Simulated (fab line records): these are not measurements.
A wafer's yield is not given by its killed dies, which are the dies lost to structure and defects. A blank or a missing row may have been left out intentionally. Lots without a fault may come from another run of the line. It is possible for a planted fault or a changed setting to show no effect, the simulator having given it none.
Chamber matching || flow n5-finfet || rie-diel-04 running N5_BEOL_M2_ETCH_77: 4 sister chambers
The step etches underlayer in N2/H2, target depth 6.5 nm, time 5.2 s. 14 wafers are shown with their chamber, then 7 later ones without.

## EACH WAFER AND ITS CHAMBER
{"wafer": "L074.1", "chamber": 3, "oes-product-au (a.u.)": 0.59, "throttle-valve-pct (%)": 18.13, "showerhead-plenum-p-Torr (Torr)": 2.61}
{"wafer": "L074.3", "chamber": 0, "oes-product-au (a.u.)": 0.58, "throttle-valve-pct (%)": 18.11, "showerhead-plenum-p-Torr (Torr)": 2.41}
{"wafer": "L074.5", "chamber": 2, "oes-product-au (a.u.)": 0.60, "throttle-valve-pct (%)": 17.83, "showerhead-plenum-p-Torr (Torr)": 2.51}
{"wafer": "L077.1", "chamber": 1, "oes-product-au (a.u.)": 0.78, "throttle-valve-pct (%)": 17.97, "showerhead-plenum-p-Torr (Torr)": 2.49}
{"wafer": "L077.4", "chamber": 2, "oes-product-au (a.u.)": 0.60, "throttle-valve-pct (%)": 17.87, "showerhead-plenum-p-Torr (Torr)": 2.51}
{"wafer": "L077.6", "chamber": 1, "oes-product-au (a.u.)": 0.78, "throttle-valve-pct (%)": 17.95, "showerhead-plenum-p-Torr (Torr)": 2.49}
{"wafer": "L081.1", "chamber": 1, "oes-product-au (a.u.)": 0.76, "throttle-valve-pct (%)": 18.01, "showerhead-plenum-p-Torr (Torr)": 2.48}
{"wafer": "L081.2", "chamber": 0, "oes-product-au (a.u.)": 0.85, "throttle-valve-pct (%)": 17.74, "showerhead-plenum-p-Torr (Torr)": 2.72}
{"wafer": "L081.4", "chamber": 3, "oes-product-au (a.u.)": 0.60, "throttle-valve-pct (%)": 18.17, "showerhead-plenum-p-Torr (Torr)": 2.61}
{"wafer": "L086.3", "chamber": 2, "oes-product-au (a.u.)": 0.59, "throttle-valve-pct (%)": 17.89, "showerhead-plenum-p-Torr (Torr)": 2.50}
{"wafer": "L086.5", "chamber": 0, "oes-product-au (a.u.)": 0.81, "throttle-valve-pct (%)": 17.70, "showerhead-plenum-p-Torr (Torr)": 2.72}
{"wafer": "L086.6", "chamber": 3, "oes-product-au (a.u.)": 0.58, "throttle-valve-pct (%)": 18.18, "showerhead-plenum-p-Torr (Torr)": 2.60}
{"wafer": "L087.2", "chamber": 1, "oes-product-au (a.u.)": 0.75, "throttle-valve-pct (%)": 17.98, "showerhead-plenum-p-Torr (Torr)": 2.48}
{"wafer": "L087.4", "chamber": 2, "oes-product-au (a.u.)": 0.59, "throttle-valve-pct (%)": 17.89, "showerhead-plenum-p-Torr (Torr)": 2.50}

SIGNATURES, as means of the wafers listed above
{"reading": "oes-product-au", "chamber 0": 0.7467, "chamber 1": 0.7675, "chamber 2": 0.5950, "chamber 3": 0.5900, "scatter within a chamber": 0.0659}
{"reading": "throttle-valve-pct", "chamber 0": 17.8500, "chamber 1": 17.9775, "chamber 2": 17.8700, "chamber 3": 18.1600, "scatter within a chamber": 0.104}
{"reading": "showerhead-plenum-p-Torr", "chamber 0": 2.6167, "chamber 1": 2.4850, "chamber 2": 2.5050, "chamber 3": 2.6067, "scatter within a chamber": 0.0802}
Rule: a wafer lies at a distance from a chamber equal to the root of the sum of squares, over the readings, of (its reading less the chamber's mean, divided by the reading's scatter). The wafer belongs to the nearest chamber; if the next one is less than 2 further off, it can't be placed. The scatter is the square root of a quotient: the sum, over the shown wafers, of each reading's squared deviation from its chamber's mean, divided by wafers minus chambers.

## WAFERS WHOSE CHAMBER IS MISSING
{"wafer": "L087.6", "oes-product-au (a.u.)": 0.80, "throttle-valve-pct (%)": 17.73, "showerhead-plenum-p-Torr (Torr)": 2.72}
{"wafer": "L089.1", "oes-product-au (a.u.)": 0.74, "throttle-valve-pct (%)": 18.03, "showerhead-plenum-p-Torr (Torr)": 2.47}
{"wafer": "L089.2", "oes-product-au (a.u.)": 0.78, "throttle-valve-pct (%)": 17.77, "showerhead-plenum-p-Torr (Torr)": 2.71}
{"wafer": "L089.3", "oes-product-au (a.u.)": 0.59, "throttle-valve-pct (%)": 17.93, "showerhead-plenum-p-Torr (Torr)": 2.50}
{"wafer": "L091.1", "oes-product-au (a.u.)": 0.85, "throttle-valve-pct (%)": 17.76, "showerhead-plenum-p-Torr (Torr)": 2.60}
{"wafer": "L091.2", "oes-product-au (a.u.)": 0.77, "throttle-valve-pct (%)": 17.74, "showerhead-plenum-p-Torr (Torr)": 2.71}
{"wafer": "L091.3", "oes-product-au (a.u.)": 0.74, "throttle-valve-pct (%)": 18.02, "showerhead-plenum-p-Torr (Torr)": 2.47}

## THE CHAMBER EACH PASSED THROUGH
{"wafer": "L087.6", "from the rows above": "can't be placed: 0 or 1", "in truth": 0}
{"wafer": "L089.1", "from the rows above": "can't be placed: 1 or 0", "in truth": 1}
{"wafer": "L089.2", "from the rows above": "can't be placed: 0 or 1", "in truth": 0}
{"wafer": "L089.3", "from the rows above": "can't be placed: 2 or 3", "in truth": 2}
{"wafer": "L091.1", "from the rows above": "can't be placed: 0 or 1", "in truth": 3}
{"wafer": "L091.2", "from the rows above": 0, "in truth": 0}
{"wafer": "L091.3", "from the rows above": "can't be placed: 1 or 0", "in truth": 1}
Correctly placed: 1 of 7. Unplaceable from these rows: 6, with the true chamber sitting among the candidates in 5. Number placed wrongly: 0.
